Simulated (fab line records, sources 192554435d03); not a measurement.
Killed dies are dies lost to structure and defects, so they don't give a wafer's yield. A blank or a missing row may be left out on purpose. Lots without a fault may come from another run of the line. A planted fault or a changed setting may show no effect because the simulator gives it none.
Chamber matching | flow n5_finfet | N5_BEOL_M10_CMP_52 on cmp-02: 4 sister chambers
The step polishes, stops on SiCOH lowk, t overpolish 7 s, target thk 140 nm. 8 wafers are shown with their chamber, then 7 later ones without.

WAFERS WITH THEIR CHAMBER
wafer  | chamber | motor_current_A (A) | overpolish_run_s (s)
L082.6 | 0       | 6.6                 | 6.987
L085.4 | 2       | 6.1                 | 6.991
L085.6 | 3       | 5.8                 | 7.012
L088.2 | 2       | 6.5                 | 6.994
L088.3 | 1       | 5.4                 | 6.992
L088.4 | 3       | 5.5                 | 7.029
L089.2 | 1       | 5.2                 | 6.989
L089.4 | 0       | 6.2                 | 6.996

WAFERS WITHOUT THEIR CHAMBER
wafer  | motor_current_A (A) | overpolish_run_s (s)
L089.6 | 5.5                 | 7.016
L091.3 | 6.5                 | 7.010
L091.4 | 5.4                 | 7.000
L091.5 | 5.3                 | 7.009
L095.2 | 5.7                 | 6.991
L095.5 | 6.1                 | 7.006
L095.6 | 5.6                 | 6.999

WHICH CHAMBER EACH WENT THROUGH
wafer  | from the rows above               | in truth
L089.6 | 3                                 | 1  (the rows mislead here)
L091.3 | can't be placed: 2 or 0 or 3      | 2
L091.4 | can't be placed: 1 or 3           | 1
L091.5 | can't be placed: 3 or 1           | 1
L095.2 | can't be placed: 1 or 2 or 0      | 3
L095.5 | can't be placed: 2 or 0 or 3 or 1 | 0
L095.6 | can't be placed: 1 or 3 or 2 or 0 | 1
Placed correctly: 0 of 7. Can't be placed from these rows: 6 (the true chamber is among the candidates in 5). Placed wrongly: 1.
How it was worked out, from the rows above alone: a wafer's distance from a chamber is the root of the sum, over the readings, of the square of ((its reading less the chamber's mean) divided by the reading's scatter). The wafer belongs to the nearest chamber; if the next one is less than 2 further off, it can't be placed. A chamber's mean is the mean of its shown wafers. The scatter: the root of (the sum of the squares of (reading less its chamber's mean) over the shown wafers, divided by (wafers less chambers)).
